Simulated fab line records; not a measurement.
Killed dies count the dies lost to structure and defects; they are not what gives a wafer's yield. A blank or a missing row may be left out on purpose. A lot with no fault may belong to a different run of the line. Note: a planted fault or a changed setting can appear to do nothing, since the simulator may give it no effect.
Matching of chambers ; flow nandHarc ; NHARC_A_STAIRCASE_DESCUM_312 on rieDiel-09: 4 sister chambers
The step chemistry O2, time 3 s. 8 wafers are shown with their chamber, then 9 later ones without.

== WAFERS, EACH WITH ITS CHAMBER ==
wafer;chamber;drypumpMotorCurrentA (A);showerheadPlenumPTorr (Torr)
L080.5;3;5.9;1.81
L082.4;2;5.7;1.98
L082.5;2;5.7;1.98
L082.6;3;5.9;1.81
L084.3;0;5.2;1.88
L093.1;0;5.2;1.87
L093.4;1;6.1;1.96
L093.5;1;6.2;1.96

== WAFERS WHOSE CHAMBER IS MISSING ==
wafer;drypumpMotorCurrentA (A);showerheadPlenumPTorr (Torr)
L095.2;5.2;1.87
L095.4;6.2;1.96
L095.5;6.2;1.96
L096.1;5.7;1.97
L096.4;5.9;1.80
L096.5;5.2;1.87
L097.2;6.2;1.95
L097.3;5.7;1.97
L097.6;5.2;1.87

== WHICH CHAMBER EACH WENT THROUGH ==
wafer;from the rows above;in truth
L095.2;0;0
L095.4;1;1
L095.5;1;1
L096.1;2;2
L096.4;3;3
L096.5;0;0
L097.2;1;1
L097.3;2;2
L097.6;0;0
Correct placement for 9 of the 9. Not placeable from these rows: 0. Placed wrongly: 0.
How it was worked out, from the rows above alone: a wafer's distance from a chamber is the root of the sum, over the readings, of the square of ((its reading less the chamber's mean) divided by the reading's scatter). The wafer belongs to the nearest chamber; if the next one is less than 2 further off, it can't be placed. A chamber's mean is the mean of its shown wafers. The scatter is the square root of a quotient: the sum, over the shown wafers, of each reading's squared deviation from its chamber's mean, divided by wafers minus chambers.
